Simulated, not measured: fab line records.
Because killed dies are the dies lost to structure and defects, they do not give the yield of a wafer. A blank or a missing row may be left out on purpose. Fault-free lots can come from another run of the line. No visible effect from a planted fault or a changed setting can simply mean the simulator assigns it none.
fab line records	flow n5-finfet
record lots=11	wafers=33	last-day=17
route steps=1938 shown BEOL_M10@1473 PASSIVATION@1936
lots that met no fault: from a run of the same line without faults
start-h: start of the lot's first displayed wafer, in hours after the record's first day	wait-h: how many hours have passed since the lot's step before this one	" repeats the value in the row above	L1.1+2: several wafers, shown together as one row	- no value, or no start given	* or withheld: withheld	< > ~ a bound
route shown NAME@n: names a module that has steps shown in the file, with the first one's number in the route	usual: mean/standard deviation of fault-free wafers	same: alike in all rows	chamber/n: place in a boat	sites: per-site readings	_std_site: standard deviation of those values	_edge_site: the outer-site mean with the inner-site mean subtracted	radius-mm: how far each site lies from the wafer's centre	mask NAME#n: copy n	behind: the last tool/chamber to shape the wafer	hold: why the lot went on hold/how many hours it stayed there/how the hold came to an end	device: the n, p or np transistor that did not switch	end of line: the tests these same wafers got at the end of their route	a step without rows: its recipe alone	killed: at the first sort, the dies lost to defects and structure; wafer yield is something else	map: shows each die of a wafer: x if killed, . if not, _ if none is there
set.NAME: the setting as run; set.NAME@STEP: as run at that earlier step	model.NAME: the simulator's own value behind a step, which no gauge read
the route's steps for a sample of lots (tables are steps, rows are wafers)
services: from which hour (start-h, from the record's first day; less than 0 if before it) a tool's chamber was out of use, for how many hours, and why
## steps
# step N5_BEOL_M10_PECVD_70
# recipe material=SiO2	target-thk-a=200	temp-c=400	precursor=TEOS/O2	pressure-torr=5.5	rf-w=450	teos-flow-sccm=53.8	gas=O2	flow-sccm=3000	time-s=22.7
# usual heater-power-w=763/110	showerhead-plenum-p-Torr=8.79/0.064	throttle-valve-pct=22.2/0.89
lot.wafer	tool	chamber	start-h	wait-h	heater-power-w	showerhead-plenum-p-Torr	throttle-valve-pct
L122.1	pecvd-04	0	213.54	0.0	895	8.84	22.3
L122.3	"	0	"	"	897	8.82	22.2
L122.6	"	1	"	"	630	8.69	22.8
L123.1	pecvd-01	2	213.76	0.0	748	8.78	20.7
L123.4	"	2	"	"	761	8.80	20.6
L123.5	"	0	"	"	853	8.80	21.9
L124.2	pecvd-03	1	220.22	0.0	643	8.81	22.6
L124.3	"	0	"	"	642	8.70	23.5
L124.6	"	0	"	"	657	8.69	23.3
L126.1	pecvd-03	1	241.06	0.0	636	8.83	22.3
L126.3	"	0	"	"	682	8.69	23.4
L126.5	"	1	"	"	617	8.82	22.2
L127.1	pecvd-04	0	250.28	0.0	979	8.81	22.4
L127.5	"	1	"	"	769	8.72	23.0
L127.6	"	2	"	"	876	8.79	20.5
L130.2	pecvd-01	1	268.09	0.0	728	8.75	22.4
L130.3	"	2	"	"	823	8.77	20.8
L130.6	"	1	"	"	759	8.74	22.0
L132.1	pecvd-04	1	281.72	0.0	733	8.70	22.9
L132.2	"	2	"	"	866	8.78	20.3
L132.3	"	0	"	"	881	8.82	22.7
L133.2	pecvd-04	1	282.07	0.0	733	8.74	22.8
L133.3	"	2	"	"	816	8.79	20.3
L133.4	"	2	"	"	828	8.77	20.4
L142.1	pecvd-03	1	342.53	0.0	762	8.80	22.1
L142.2	"	0	"	"	633	8.69	23.4
L142.6	"	0	"	"	658	8.69	23.3
L145.1	pecvd-03	1	346.83	0.0	609	8.81	22.0
L145.2	"	2	"	"	768	8.89	22.3
L145.5	"	0	"	"	591	8.70	23.3
L143.1	pecvd-03	2	347.64	0.0	825	8.86	22.0
L143.2	"	1	"	"	672	8.81	22.3
L143.4	"	0	"	"	716	8.70	23.4
# step N5_BEOL_M10_OCD_MEAS_38
# usual trench-depth-nm=149.6/2.3
lot.wafer	tool	chamber	start-h	wait-h	trench-depth-nm
L122.1	ocd-01	-	217.29	-	147.2
L122.3	"	-	"	"	145.5
L122.6	"	-	"	"	145.5
L123.1	ocd-02	-	219.65	-	150.5
L123.4	"	-	"	"	145.7
L123.5	"	-	"	"	151.7
L124.2	ocd-01	-	223.15	-	145.7
L124.3	"	-	"	"	150.4
L124.6	"	-	"	"	149.2
L126.1	ocd-02	-	247.66	-	147.0
L126.3	"	-	"	"	152.6
L126.5	"	-	"	"	154.3
L127.1	ocd-02	-	253.54	-	154.6
L127.5	"	-	"	"	155.4
L127.6	"	-	"	"	148.5
L130.2	ocd-01	-	271.64	-	150.5
L130.3	"	-	"	"	150.9
L130.6	"	-	"	"	151.1
L132.1	ocd-02	-	286.71	-	152.7
L132.2	"	-	"	"	150.3
L132.3	"	-	"	"	148.2
L133.2	ocd-02	-	287.17	-	149.5
L133.3	"	-	"	"	147.9
L133.4	"	-	"	"	150.4
L142.1	ocd-02	-	345.72	-	149.1
L142.2	"	-	"	"	151.5
L142.6	"	-	"	"	154.2
L145.1	ocd-01	-	349.48	-	150.9
L145.2	"	-	"	"	148.0
L145.5	"	-	"	"	147.6
L143.1	ocd-02	-	351.51	-	152.2
L143.2	"	-	"	"	152.6
L143.4	"	-	"	"	149.8
# step N5_BEOL_M10_CMP_52
# recipe stop-on=SiCOH_lowk	t-overpolish-s=7	down-force-psi=1	platen-rpm=50	clearing-platen-down-force-psi=1.5	clearing-platen-rpm=50	post-cmp-clean=cu-alkaline	target-thk-nm=140	clearing-platen-pad-velocity-m-s=0.99484	pad-velocity-m-s=0.99484
# usual barrier-field-endpoint-s=29.0/0.62	head-pressure-psi=1.0001/0.0021	motor-current-A=6.4/0.64
lot.wafer	tool	chamber	start-h	wait-h	barrier-field-endpoint-s	head-pressure-psi	motor-current-A
L122.3	cmp-02	0	219.43	0.2	29.3	1.0007	6.8
L122.1	"	1	"	"	29.2	1.0006	6.2
L122.6	"	2	"	"	29.6	1.0028	6.1
L123.1	cmp-02	0	221.65	0.3	28.7	1.0008	6.8
L123.4	"	1	"	"	28.8	1.0008	6.5
L123.5	"	0	"	"	29.3	0.9998	6.9
L124.3	cmp-02	1	225.23	0.2	28.6	1.0008	6.0
L124.2	"	3	"	"	28.8	1.0036	7.5
L124.6	"	1	"	"	28.9	0.9991	6.3
L126.1	cmp-02	3	250.50	0.3	28.2	1.0005	7.4
L126.3	"	1	"	"	28.8	0.9999	6.7
L126.5	"	0	"	"	29.1	0.9972	7.0
L127.1	cmp-02	0	256.48	0.4	28.7	1.0025	7.1
L127.5	"	1	"	"	29.6	1.0002	6.2
L127.6	"	2	"	"	29.2	0.9983	6.7
L130.3	cmp-02	0	275.19	0.2	29.5	0.9995	6.7
L130.2	"	1	"	"	29.7	0.9987	6.5
L130.6	"	3	"	"	29.9	0.9987	7.7
L132.1	cmp-03	3	288.89	0.3	32.1	0.9977	6.4
L132.3	"	0	"	"	31.8	0.9982	5.8
L132.2	"	1	"	"	28.2	1.0023	6.0
L133.4	cmp-03	0	289.99	0.2	28.3	1.0035	5.6
L133.2	"	1	"	"	28.4	1.0000	6.2
L133.3	"	2	"	"	31.3	1.0027	5.9
L142.2	cmp-04	2	347.81	0.2	28.4	1.0013	6.5
L142.1	"	3	"	"	28.4	0.9994	6.3
L142.6	"	3	"	"	27.9	0.9981	6.1
L145.2	cmp-04	0	353.18	0.4	28.4	1.0013	5.5
L145.1	"	1	"	"	27.7	0.9967	6.5
L145.5	"	3	"	"	29.0	1.0013	6.0
L143.4	cmp-02	2	353.52	0.1	29.8	1.0009	6.4
L143.1	"	0	"	"	29.8	0.9990	7.0
L143.2	"	1	"	"	29.5	0.9982	6.1
# step N5_BEOL_M10_RS_MEAS_57
# recipe thk-meas-gauge=four-point-probe	reads=Cu_of_BEOL_M10_ECD_50+Co_of_BEOL_M10_CVD_75+TaN_of_BEOL_M10_ALD_74
# usual M10_RS=0.1502/0.0028
lot.wafer	tool	chamber	start-h	wait-h	M10_RS[ohm/sq]
L122.1	film-metro-02	-	219.78	0.1	0.1528
L122.3	"	-	"	"	0.1545
L122.6	"	-	"	"	0.1549
L123.1	film-metro-02	-	222.07	0.1	0.1466
L123.4	"	-	"	"	0.1542
L123.5	"	-	"	"	0.1472
L124.2	film-metro-02	-	225.65	0.1	0.1535
L124.3	"	-	"	"	0.1489
L124.6	"	-	"	"	0.1493
L126.1	film-metro-01	-	250.93	0.1	0.1531
L126.3	"	-	"	"	0.1462
L126.5	"	-	"	"	0.1441
L127.1	film-metro-02	-	256.80	0.1	0.1432
L127.5	"	-	"	"	0.1437
L127.6	"	-	"	"	0.1522
L130.2	film-metro-01	-	275.58	0.1	0.1481
L130.3	"	-	"	"	0.1477
L130.6	"	-	"	"	0.1464
L132.1	film-metro-01	-	289.28	0.1	0.1466
L132.2	"	-	"	"	0.1495
L132.3	"	-	"	"	0.1530
L133.2	film-metro-01	-	290.38	0.1	0.1496
L133.3	"	-	"	"	0.1524
L133.4	"	-	"	"	0.1498
L142.1	film-metro-02	-	348.24	0.1	0.1503
L142.2	"	-	"	"	0.1468
L142.6	"	-	"	"	0.1461
L145.1	film-metro-02	-	353.57	0.1	0.1506
L145.2	"	-	"	"	0.1530
L145.5	"	-	"	"	0.1539
L143.1	film-metro-02	-	353.95	0.1	0.1477
L143.2	"	-	"	"	0.1472
L143.4	"	-	"	"	0.1520
# step N5_BEOL_M10_INSPECT_58
# recipe inspect-instrument=darkfield	mode=post-dep
# usual raw-defect-count=64/20
lot.wafer	tool	chamber	start-h	wait-h	raw-defect-count
L122.1	defect-inspect-02	-	219.81	0.0	122
L122.3	"	-	"	"	108
L122.6	"	-	"	"	64
L123.1	defect-inspect-02	-	222.10	0.0	81
L123.4	"	-	"	"	70
L123.5	"	-	"	"	68
L124.2	defect-inspect-02	-	225.68	0.0	27
L124.3	"	-	"	"	76
L124.6	"	-	"	"	37
L126.1	defect-inspect-02	-	250.96	0.0	54
L126.3	"	-	"	"	63
L126.5	"	-	"	"	82
L127.1	defect-inspect-01	-	256.82	0.0	75
L127.5	"	-	"	"	99
L127.6	"	-	"	"	68
L130.2	defect-inspect-02	-	275.61	0.0	119
L130.3	"	-	"	"	58
L130.6	"	-	"	"	74
L132.1	defect-inspect-02	-	289.31	0.0	80
L132.2	"	-	"	"	67
L132.3	"	-	"	"	74
L133.2	defect-inspect-02	-	290.41	0.0	62
L133.3	"	-	"	"	59
L133.4	"	-	"	"	63
L142.1	defect-inspect-02	-	348.27	0.0	104
L142.2	"	-	"	"	59
L142.6	"	-	"	"	86
L145.1	defect-inspect-02	-	353.60	0.0	64
L145.2	"	-	"	"	72
L145.5	"	-	"	"	111
L143.1	defect-inspect-01	-	353.98	0.0	71
L143.2	"	-	"	"	39
L143.4	"	-	"	"	70
# step N5_PASSIVATION_PROBE_49
# usual defect-limited-yield=91.3/1.3	killed_at_M0_to_M3=33/8.9	killed_at_M4_up=15/5.4	killed-at-contacts=13/5.8	killed-at-front-end=39/9.9	killed-at-other=3.2/2.9	killed-dies=102/15	killed-open=68/12	killed-short=34/7.6	sort_bin_5_function=5.1/0.89	sort_bin_6_memory=3.2/0.63	sort_bin_8_speed=0.00/0.007	sort-n-pass=1078/15	sort-yield-pct=91.3/1.3
# same gross-dies=1180	killed-at-back-side=0	sort_bin_4_leakage[%]=0
lot.wafer	tool	chamber	start-h	wait-h	defect-limited-yield[%]	killed_at_M0_to_M3	killed_at_M4_up	killed-at-contacts	killed-at-front-end	killed-at-other	killed-dies	killed-open	killed-short	sort_bin_5_function[%]	sort_bin_6_memory[%]	sort_bin_8_speed[%]	sort-n-pass	sort-yield-pct[%]
L122.1	prober-01	-	263.01	0.0	90.9	24	24	14	41	4	107	79	28	5.0	3.7	0	1073	90.9
L122.3	prober-01	-	263.11	0.1	92.7	27	12	11	33	3	86	56	30	3.9	3.3	0	1094	92.7
L122.6	prober-01	-	263.26	0.3	92.0	45	11	9	21	8	94	59	34	5.2	2.2	0	1086	92.0
L123.1	prober-01	-	266.59	0.0	91.6	45	12	20	18	4	99	55	43	4.5	3.6	0	1081	91.6
L123.4	prober-01	-	266.74	0.2	93.1	25	14	14	28	1	82	55	26	4.5	2.4	0	1098	93.1
L123.5	prober-01	-	266.79	0.2	93.6	26	16	10	22	2	76	59	16	4.1	2.3	0	1104	93.6
L124.2	prober-02	-	268.61	0.1	90.0	33	15	15	55	0	118	88	30	5.9	3.9	0	1062	90.0
L124.3	prober-02	-	268.66	0.1	89.9	28	20	22	48	1	119	84	35	5.2	4.6	0	1061	89.9
L124.6	prober-02	-	268.81	0.3	92.4	17	27	11	35	0	90	63	27	4.7	3.0	0	1090	92.4
L126.1	prober-02	-	294.38	0.0	93.8	19	12	13	29	0	73	48	25	3.0	2.9	0	1107	93.8
L126.3	prober-02	-	294.48	0.1	91.4	37	12	12	40	1	102	67	35	4.9	3.4	0	1078	91.4
L126.5	prober-02	-	294.58	0.2	90.7	33	22	7	47	1	110	68	42	5.7	3.0	0	1070	90.7
L127.1	prober-02	-	301.04	0.0	92.0	25	7	14	39	9	94	62	32	4.5	3.0	0	1086	92.0
L127.5	prober-02	-	301.24	0.2	92.4	20	21	16	29	4	90	63	27	5.0	2.4	0	1090	92.4
L127.6	prober-02	-	301.29	0.3	91.6	29	17	4	45	4	99	75	24	4.6	3.5	0	1081	91.6
L130.2	prober-01	-	324.75	0.1	92.5	29	11	12	36	0	88	54	33	5.1	2.2	0	1092	92.5
L130.3	prober-01	-	324.80	0.1	94.4	25	6	4	29	2	66	42	24	3.8	1.8	0	1114	94.4
L130.6	prober-01	-	324.95	0.3	93.0	24	7	20	28	4	83	55	27	4.5	2.3	0	1097	93.0
L132.1	prober-01	-	335.09	0.0	92.4	16	30	9	31	4	90	64	26	4.9	2.2	0	1090	92.4
L132.2	prober-01	-	335.14	0.1	91.4	38	14	12	26	11	101	62	37	4.8	3.4	0.08	1078	91.4
L132.3	prober-01	-	335.19	0.1	93.0	22	18	12	28	3	83	52	29	4.1	2.8	0	1097	93.0
L133.2	prober-01	-	336.70	0.1	92.5	18	19	7	36	8	88	60	27	4.2	3.1	0	1092	92.5
L133.3	prober-01	-	336.75	0.1	92.1	29	8	14	31	11	93	57	36	4.4	3.1	0	1087	92.1
L133.4	prober-01	-	336.80	0.2	89.5	27	28	8	55	6	124	85	36	6.5	3.7	0	1056	89.5
L142.1	prober-02	-	396.61	0.0	91.3	39	16	7	36	5	103	77	26	5.3	2.7	0	1077	91.3
L142.2	prober-02	-	396.66	0.1	90.0	41	16	21	34	6	118	80	38	6.4	3.1	0	1062	90.0
L142.6	prober-02	-	396.86	0.3	91.5	35	13	12	36	4	100	71	29	5.2	3.1	0	1080	91.5
L145.1	prober-02	-	403.86	0.0	92.2	25	10	12	45	0	92	62	30	4.6	2.9	0	1088	92.2
L145.2	prober-02	-	403.91	0.1	93.6	28	3	13	29	2	75	50	25	3.7	2.4	0	1105	93.6
L145.5	prober-02	-	404.06	0.2	91.0	34	12	10	49	1	106	68	38	5.6	2.8	0	1074	91.0
L143.1	prober-01	-	405.58	0.0	87.5	42	19	34	53	0	148	93	54	7.8	4.4	0	1032	87.5
L143.2	prober-01	-	405.63	0.1	90.2	30	19	17	48	2	116	74	42	5.2	4.4	0	1064	90.2
L143.4	prober-01	-	405.73	0.2	89.1	47	18	17	46	1	129	98	30	6.7	4.2	0	1051	89.1
# killed by level:class
L122.1 BEOL_M0_SAQP:geometric-particle:open=9 FIN_SAQP:geometric-particle:open=8 MOL_CONTACT_COAG:geometric-particle:open=8 BEOL_M4:geometric-particle:open=8 STARTING-WAFER:geometric-particle:open=7 MOL_CONTACT_COAG:geometric-particle:short=6 STI_FIN_REVEAL:geometric-particle:open=5 BEOL_M5:geometric-particle:open=5
L122.3 BEOL_M0_SAQP:geometric-particle:open=12 MOL_CONTACT_COAG:geometric-particle:open=9 BEOL_M0_SAQP:geometric-particle:short=8 FIN_SAQP:geometric-particle:short=7 STI_FIN_REVEAL:geometric-particle:open=5 DUMMY_GATE:geometric-particle:open=5 FIN_SAQP:geometric-particle:open=4 BEOL_M3:geometric-particle:open=4
L122.6 BEOL_M0_SAQP:geometric-particle:short=10 BEOL_M0_SAQP:geometric-particle:open=9 MOL_CONTACT_COAG:geometric-particle:open=8 BEOL_M3:geometric-particle:open=8 BEOL_M1:geometric-particle:open=6 BEOL_M3:geometric-particle:short=6 PASS1_CAP:geometric-particle:open=5 STARTING-WAFER:geometric-particle:open=5
L123.1 BEOL_M0_SAQP:geometric-particle:short=14 MOL_CONTACT_COAG:geometric-particle:open=13 BEOL_M2:geometric-particle:open=12 BEOL_M0_SAQP:geometric-particle:open=10 MOL_CONTACT_COAG:geometric-particle:short=7 BEOL_M4:geometric-particle:short=4 ILD0:geometric-particle:short=3 BEOL_M3:geometric-particle:short=3
L123.4 BEOL_M0_SAQP:geometric-particle:short=10 MOL_CONTACT_COAG:geometric-particle:open=9 BEOL_M0_SAQP:geometric-particle:open=6 BEOL_M3:geometric-particle:open=6 BEOL_M4:geometric-particle:open=6 MOL_CONTACT_COAG:geometric-particle:short=5 STARTING-WAFER:geometric-particle:open=5 FIN_SAQP:geometric-particle:open=4
L123.5 FIN_SAQP:geometric-particle:open=9 BEOL_M2:geometric-particle:open=9 MOL_CONTACT_COAG:geometric-particle:open=7 BEOL_M3:geometric-particle:open=6 BEOL_M4:geometric-particle:open=6 DUMMY_GATE:geometric-particle:open=5 BEOL_M0_SAQP:geometric-particle:short=4 FIN_SAQP:geometric-particle:short=3
L124.2 MOL_CONTACT_COAG:geometric-particle:open=14 DUMMY_GATE:geometric-particle:open=13 BEOL_M1:geometric-particle:open=13 STI_FIN_REVEAL:geometric-particle:open=9 BEOL_M4:geometric-particle:open=9 GATE_CUT:geometric-particle:short=9 FIN_SAQP:geometric-particle:short=8 BEOL_M2:geometric-particle:open=7
L124.3 STI_FIN_REVEAL:geometric-particle:open=21 MOL_CONTACT_COAG:geometric-particle:open=15 BEOL_M4:geometric-particle:open=14 GATE_CUT:geometric-particle:short=8 MOL_CONTACT_COAG:geometric-particle:short=7 BEOL_M0_SAQP:geometric-particle:open=6 BEOL_M2:geometric-particle:open=6 DUMMY_GATE:geometric-particle:open=4
L124.6 BEOL_M4:geometric-particle:open=20 STI_FIN_REVEAL:geometric-particle:open=10 MOL_CONTACT_COAG:geometric-particle:open=10 FIN_SAQP:geometric-particle:short=7 BEOL_M0_SAQP:geometric-particle:open=6 DUMMY_GATE:geometric-particle:open=4 GATE_CUT:geometric-particle:short=3 STARTING-WAFER:geometric-particle:short=3
L126.1 MOL_CONTACT_COAG:geometric-particle:open=11 FIN_SAQP:geometric-particle:short=5 BEOL_M0_SAQP:geometric-particle:open=5 BEOL_M0_SAQP:geometric-particle:short=5 STARTING-WAFER:geometric-particle:open=5 FIN_SAQP:geometric-particle:open=4 STI_FIN_REVEAL:geometric-particle:open=4 BEOL_M2:geometric-particle:open=4
L126.3 BEOL_M0_SAQP:geometric-particle:short=17 BEOL_M0_SAQP:geometric-particle:open=12 MOL_CONTACT_COAG:geometric-particle:open=10 STI_FIN_REVEAL:geometric-particle:open=9 FIN_SAQP:geometric-particle:short=6 FIN_SAQP:geometric-particle:open=5 ILD0:geometric-particle:open=4 BEOL_M2:geometric-particle:open=4
L126.5 FIN_SAQP:geometric-particle:open=13 FIN_SAQP:geometric-particle:short=12 BEOL_M4:geometric-particle:open=12 BEOL_M0_SAQP:geometric-particle:open=10 BEOL_M2:geometric-particle:open=10 BEOL_M0_SAQP:geometric-particle:short=9 STI_FIN_REVEAL:geometric-particle:open=5 MOL_CONTACT_COAG:geometric-particle:open=5
L127.1 MOL_CONTACT_COAG:geometric-particle:open=13 FIN_SAQP:geometric-particle:open=9 FIN_SAQP:geometric-particle:short=8 BEOL_M2:geometric-particle:open=7 STI_FIN_REVEAL:geometric-particle:open=5 BEOL_M0_SAQP:geometric-particle:open=5 PASS1_CAP:geometric-particle:short=5 STARTING-WAFER:geometric-particle:open=4
L127.5 BEOL_M4:geometric-particle:open=12 MOL_CONTACT_COAG:geometric-particle:open=11 FIN_SAQP:geometric-particle:open=7 STI_FIN_REVEAL:geometric-particle:open=7 MOL_CONTACT_COAG:geometric-particle:short=5 BEOL_M0_SAQP:geometric-particle:open=4 BEOL_M1:geometric-particle:open=4 BEOL_M3:geometric-particle:open=4
L127.6 FIN_SAQP:geometric-particle:open=17 BEOL_M2:geometric-particle:open=11 BEOL_M4:geometric-particle:open=8 BEOL_M1:geometric-particle:open=6 STI_FIN_REVEAL:geometric-particle:open=6 ILD0:geometric-particle:short=6 BEOL_M3:geometric-particle:open=6 FIN_SAQP:geometric-particle:short=5
L130.2 STI_FIN_REVEAL:geometric-particle:open=10 MOL_CONTACT_COAG:geometric-particle:open=8 BEOL_M0_SAQP:geometric-particle:short=8 BEOL_M2:geometric-particle:open=6 FIN_SAQP:geometric-particle:short=5 STI_FIN_REVEAL:geometric-particle:short=5 MOL_CONTACT_COAG:geometric-particle:short=4 BEOL_M1:geometric-particle:open=4
L130.3 STI_FIN_REVEAL:geometric-particle:open=8 BEOL_M3:geometric-particle:open=7 FIN_SAQP:geometric-particle:short=6 BEOL_M2:geometric-particle:open=6 BEOL_M0_SAQP:geometric-particle:short=5 BEOL_M0_SAQP:geometric-particle:open=4 FIN_SAQP:geometric-particle:open=3 GATE_CUT:geometric-particle:short=3
L130.6 MOL_CONTACT_COAG:geometric-particle:open=12 MOL_CONTACT_COAG:geometric-particle:short=8 BEOL_M1:geometric-particle:open=8 BEOL_M2:geometric-particle:open=7 FIN_SAQP:geometric-particle:open=5 STI_FIN_REVEAL:geometric-particle:short=4 STI_FIN_REVEAL:geometric-particle:open=4 DUMMY_GATE:geometric-particle:open=4
L132.1 BEOL_M4:geometric-particle:open=15 STI_FIN_REVEAL:geometric-particle:open=9 MOL_CONTACT_COAG:geometric-particle:open=8 BEOL_M5:geometric-particle:open=5 DUMMY_GATE:geometric-particle:open=4 BEOL_M3:geometric-particle:open=4 STARTING-WAFER:geometric-particle:short=4 FIN_SAQP:geometric-particle:open=3
L132.2 BEOL_M0_SAQP:geometric-particle:open=10 BEOL_M4:geometric-particle:open=9 BEOL_M0_SAQP:geometric-particle:short=9 MOL_CONTACT_COAG:geometric-particle:open=9 STI_FIN_REVEAL:geometric-particle:open=7 BEOL_M3:geometric-particle:short=6 BEOL_M2:geometric-particle:open=5 FIN_SAQP:geometric-particle:open=4
L132.3 MOL_CONTACT_COAG:geometric-particle:open=12 BEOL_M0_SAQP:geometric-particle:short=8 FIN_SAQP:geometric-particle:open=6 BEOL_M0_SAQP:geometric-particle:open=6 ILD0:geometric-particle:short=4 STARTING-WAFER:geometric-particle:short=4 STI_FIN_REVEAL:geometric-particle:open=3 GATE_CUT:geometric-particle:short=3
L133.2 FIN_SAQP:geometric-particle:open=15 FIN_SAQP:geometric-particle:short=11 BEOL_M4:geometric-particle:open=10 MOL_CONTACT_COAG:geometric-particle:open=7 DUMMY_GATE:geometric-particle:open=5 BEOL_M2:geometric-particle:open=5 BEOL_M3:geometric-particle:open=4 PAD_METAL:geometric-particle:short=4
L133.3 FIN_SAQP:geometric-particle:short=12 MOL_CONTACT_COAG:geometric-particle:open=11 BEOL_M3:geometric-particle:open=8 PAD_METAL:geometric-particle:short=6 BEOL_M0_SAQP:geometric-particle:open=5 BEOL_M1:geometric-particle:open=5 FIN_SAQP:geometric-particle:open=4 BEOL_M0_SAQP:geometric-particle:short=4
L133.4 BEOL_M4:geometric-particle:open=19 FIN_SAQP:geometric-particle:open=17 FIN_SAQP:geometric-particle:short=14 BEOL_M3:geometric-particle:open=13 STI_FIN_REVEAL:geometric-particle:open=10 MOL_CONTACT_COAG:geometric-particle:open=5 BEOL_M3:geometric-particle:short=5 BEOL_M5:geometric-particle:open=4
L142.1 FIN_SAQP:geometric-particle:open=16 BEOL_M0_SAQP:geometric-particle:open=9 BEOL_M2:geometric-particle:open=6 BEOL_M0:geometric-particle:open=6 BEOL_M3:geometric-particle:open=6 MOL_CONTACT_COAG:geometric-particle:open=5 BEOL_M0_SAQP:geometric-particle:short=5 BEOL_M4:geometric-particle:open=5
L142.2 MOL_CONTACT_COAG:geometric-particle:open=19 BEOL_M0_SAQP:geometric-particle:short=13 FIN_SAQP:geometric-particle:open=10 STI_FIN_REVEAL:geometric-particle:open=9 BEOL_M0_SAQP:geometric-particle:open=7 BEOL_M1:geometric-particle:open=7 BEOL_M1:geometric-particle:short=5 BEOL_M7:geometric-particle:open=5
L142.6 BEOL_M1:geometric-particle:open=12 BEOL_M4:geometric-particle:open=9 STI_FIN_REVEAL:geometric-particle:open=7 MOL_CONTACT_COAG:geometric-particle:open=7 BEOL_M0_SAQP:geometric-particle:open=7 BEOL_M3:geometric-particle:open=6 GATE_CUT:geometric-particle:short=5 MOL_CONTACT_COAG:geometric-particle:short=5
L145.1 STI_FIN_REVEAL:geometric-particle:open=11 MOL_CONTACT_COAG:geometric-particle:open=11 FIN_SAQP:geometric-particle:short=8 BEOL_M4:geometric-particle:open=8 BEOL_M0_SAQP:geometric-particle:short=7 STARTING-WAFER:geometric-particle:short=7 DUMMY_GATE:geometric-particle:open=5 BEOL_M1:geometric-particle:open=5
L145.2 MOL_CONTACT_COAG:geometric-particle:open=10 BEOL_M0_SAQP:geometric-particle:open=9 BEOL_M1:geometric-particle:open=8 STI_FIN_REVEAL:geometric-particle:open=6 GATE_CUT:geometric-particle:short=6 GATE_CUT:geometric-particle:open=3 MOL_CONTACT_COAG:geometric-particle:short=3 BEOL_M2:geometric-particle:short=3
L145.5 BEOL_M1:geometric-particle:open=13 FIN_SAQP:geometric-particle:short=12 MOL_CONTACT_COAG:geometric-particle:open=10 STI_FIN_REVEAL:geometric-particle:open=8 BEOL_M4:geometric-particle:open=8 GATE_CUT:geometric-particle:short=7 FIN_SAQP:geometric-particle:open=6 GATE_CUT:geometric-particle:open=5
L143.1 MOL_CONTACT_COAG:geometric-particle:open=26 BEOL_M1:geometric-particle:open=12 BEOL_M4:geometric-particle:short=11 DUMMY_GATE:geometric-particle:open=10 MOL_CONTACT_COAG:geometric-particle:short=8 STI_FIN_REVEAL:geometric-particle:open=7 FIN_SAQP:geometric-particle:short=6 FIN_SAQP:geometric-particle:open=6
L143.2 MOL_CONTACT_COAG:geometric-particle:open=13 BEOL_M2:geometric-particle:open=8 STI_FIN_REVEAL:geometric-particle:open=8 FIN_SAQP:geometric-particle:open=6 DUMMY_GATE:geometric-particle:open=6 BEOL_M3:geometric-particle:open=6 BEOL_M4:geometric-particle:open=6 ILD0:geometric-particle:short=5
L143.4 BEOL_M3:geometric-particle:open=21 DUMMY_GATE:geometric-particle:open=13 MOL_CONTACT_COAG:geometric-particle:open=12 FIN_SAQP:geometric-particle:open=6 BEOL_M0:geometric-particle:open=6 BEOL_M2:geometric-particle:open=6 BEOL_M4:geometric-particle:open=6 STI_FIN_REVEAL:geometric-particle:open=5
## services
tool	chamber	start-h	hours	kind
pecvd-04	1	199.60	5.5	scheduled-down
pecvd-03	-	199.99	14.6	pm
pecvd-04	2	205.34	-	clean
pecvd-04	2	205.34	-	consumable-replace:showerhead
pecvd-04	2	205.34	29.0	scheduled-down
pecvd-04	2	205.34	29.0	vent-cycle
cmp-03	-	210.09	40.3	repair
cmp-04	-	213.26	4.0	pm
cmp-04	-	217.26	-	consumable-replace:conditioner
cmp-04	-	218.03	3.4	repair
cmp-02	-	226.81	4.0	pm
cmp-02	-	230.81	-	consumable-replace:conditioner
cmp-02	-	230.81	-	consumable-replace:pad
cmp-02	-	232.15	6.3	pm
cmp-04	-	242.97	1.0	repair
cmp-04	-	250.39	14.2	pm
cmp-02	-	253.63	2.3	repair
pecvd-03	1	272.89	2.1	scheduled-down
cmp-04	-	276.82	1.1	repair
cmp-02	-	328.09	3.5	repair
pecvd-01	-	330.40	2.8	pm
pecvd-03	-	331.52	6.0	pm
cmp-02	-	341.77	0.2	repair
cmp-03	-	346.73	4.0	pm
## key
first-sign step=N5_BEOL_M10_CMP_52	reading=barrier-field-endpoint-s	direction=up	sigmas=4.4	usual=29.0	struck=31.7
effect none on later readings
met-at N5_BEOL_M10_PECVD_70
struck-lots L132,L133
struck-wafers L132.1,L132.3,L133.3
not-acting-at N5_BEOL_M10_OCD_MEAS_38,N5_BEOL_M10_RS_MEAS_57,N5_BEOL_M10_INSPECT_58
onset-between 250.28 281.72
fault kind=process-parameter-drift	tool=pecvd-04	chamber=-	onset-h=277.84	steps=N5_BEOL_M10_PECVD_70	channel=time-s	offset=*	shape=step	end-h=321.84	scope=struck-wafers-only	acts-in=*	stated=*
